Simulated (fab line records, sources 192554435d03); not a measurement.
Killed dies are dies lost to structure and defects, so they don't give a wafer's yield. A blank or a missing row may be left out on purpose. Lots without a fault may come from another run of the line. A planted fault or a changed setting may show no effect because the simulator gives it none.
One fault seen from 2 desks | flow n5_finfet | each desk has only its own numbers; what lay behind them comes last

THE DEFECT DESK
What the inspections along the route counted, lot by lot: means of the sampled wafers that have a number. A lot is out of limits, marked OUT, if its mean lies more than 4 standard deviations from the usual mean; the brackets give that distance.
Columns: A = raw_defect_count at N5_BEOL_M12_INSPECT_12, usual 1.9
lot  | first seen here | A
L765 | day 10 03:08    | 1.7
L766 | day 10 20:57    | 0.3
L772 | day 11 22:12    | 3.0
L771 | day 12 05:12    | 1.7
L776 | day 13 04:17    | 3.0
L779 | day 14 03:27    | 1.7
L778 | day 14 04:01    | 3.3
L780 | day 14 15:17    | 1.3
L785 | day 15 13:25    | 1.0
L786 | day 15 23:44    | 3.3
L788 | day 16 06:16    | 2.0
This desk's finding: nothing out of limits on any of the 11 lots.

THE TOOL OWNER'S DESK: litho_track-03
The tool's own readings at N5_BEOL_M12_COAT_66 (time 60 s, resist thk 110 nm): means of the sampled wafers that have a number, for each lot that ran on this tool. A lot is out of limits, marked OUT, if its mean lies more than 4 standard deviations from the usual mean; the brackets give that distance.
Columns: A = spin_speed_rpm at N5_BEOL_M12_COAT_66, usual 1499.9 rpm
lot  | first seen here | A
L765 | day 10 03:51    | 1499.6
L766 | day 10 21:31    | 1500.1
L776 | day 13 04:52    | 1449.0 (-55) OUT
L778 | day 14 04:34    | 1448.5 (-56) OUT
This desk's finding: out of limits on L776, L778; first on L776, day 13 04:52 (spin_speed_rpm at N5_BEOL_M12_COAT_66). In limits: L765, L766.

PUT TOGETHER
The tool owner's desk could have raised an alarm at day 13 04:52, on L776, L778.
The defect desk saw nothing out of limits.
The defect desk has L776, L778 on record, within its limits.
Of the lots named, all ran N5_BEOL_M12_COAT_66 on litho_track-03.

WHAT THE SIMULATOR HAD PUT IN
Process parameter drift: litho_track-03, from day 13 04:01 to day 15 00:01, at N5_BEOL_M12_COAT_66. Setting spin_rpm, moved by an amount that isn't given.
Lots struck among those shown: L776, L778.
Hours from the fault's start to each desk's first reading out of limits: the tool owner's desk, 1.
